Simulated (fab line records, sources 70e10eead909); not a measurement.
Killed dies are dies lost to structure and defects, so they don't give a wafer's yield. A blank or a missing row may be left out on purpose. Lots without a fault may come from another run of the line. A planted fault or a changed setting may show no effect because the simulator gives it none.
Chamber matching | flow nand_harc | NHARC_A_M1_ETCH_35 on rie_diel-10: 4 sister chambers
The step etches the open film in N2/H2, target depth 40 nm, overetch 12 nm, time 43.94 s. 18 wafers are shown with their chamber, then 9 later ones without.

WAFERS WITH THEIR CHAMBER
wafer  | chamber | showerhead_plenum_p_Torr (Torr) | drypump_motor_current_A (A) | rf_vpp_V (V)
L078.1 | 3       | 2.19                            | 5.0                         | 435.3
L078.5 | 3       | 2.19                            | 5.0                         | 434.6
L078.6 | 2       | 1.94                            | 5.3                         | 428.7
L083.2 | 0       | 1.96                            | 5.8                         | 428.4
L083.5 | 3       | 2.19                            | 5.0                         | 434.8
L083.6 | 0       | 1.96                            | 5.8                         | 428.1
L086.1 | 1       | 1.97                            | 5.7                         | 428.0
L086.2 | 0       | 1.96                            | 5.8                         | 429.5
L086.5 | 3       | 2.19                            | 5.0                         | 434.8
L085.2 | 1       | 1.97                            | 5.7                         | 426.6
L085.3 | 0       | 1.96                            | 5.8                         | 428.7
L085.5 | 1       | 1.96                            | 5.7                         | 427.5
L090.2 | 1       | 1.96                            | 5.7                         | 429.2
L090.4 | 0       | 1.96                            | 5.7                         | 427.5
L090.5 | 2       | 1.94                            | 5.3                         | 428.8
L092.2 | 3       | 2.19                            | 5.0                         | 434.3
L092.4 | 1       | 1.96                            | 5.7                         | 428.1
L092.6 | 0       | 1.96                            | 5.8                         | 428.1

SIGNATURES (means of the wafers above)
reading                  | chamber 0 | chamber 1 | chamber 2 | chamber 3 | scatter within a chamber
showerhead_plenum_p_Torr | 1.9600    | 1.9640    | 1.9400    | 2.1900    | 0.00293
drypump_motor_current_A  | 5.783     | 5.700     | 5.300     | 5.000     | 0.0244
rf_vpp_V                 | 428.383   | 427.880   | 428.750   | 434.760   | 0.677
Rule: a wafer's distance from a chamber is the root of the sum, over the readings, of the square of ((its reading less the chamber's mean) divided by the reading's scatter). The wafer belongs to the nearest chamber; if the next one is less than 2 further off, it can't be placed. The scatter: the root of (the sum of the squares of (reading less its chamber's mean) over the shown wafers, divided by (wafers less chambers)).

WAFERS WITHOUT THEIR CHAMBER
wafer  | showerhead_plenum_p_Torr (Torr) | drypump_motor_current_A (A) | rf_vpp_V (V)
L095.1 | 1.94                            | 5.3                         | 427.8
L095.3 | 1.96                            | 5.7                         | 429.9
L095.6 | 1.94                            | 5.3                         | 427.9
L094.2 | 1.94                            | 5.3                         | 427.3
L094.5 | 1.94                            | 5.3                         | 428.9
L094.6 | 2.19                            | 5.0                         | 435.4
L097.3 | 1.96                            | 5.7                         | 428.2
L097.4 | 1.94                            | 5.3                         | 427.6
L097.6 | 1.94                            | 5.3                         | 427.1

WHICH CHAMBER EACH WENT THROUGH
wafer  | from the rows above     | in truth
L095.1 | 2                       | 2
L095.3 | can't be placed: 1 or 0 | 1
L095.6 | 2                       | 2
L094.2 | 2                       | 2
L094.5 | 2                       | 2
L094.6 | 3                       | 3
L097.3 | can't be placed: 1 or 0 | 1
L097.4 | 2                       | 2
L097.6 | 2                       | 2
Placed correctly: 7 of 9. Can't be placed from these rows: 2 (the true chamber is among the candidates in 2). Placed wrongly: 0.
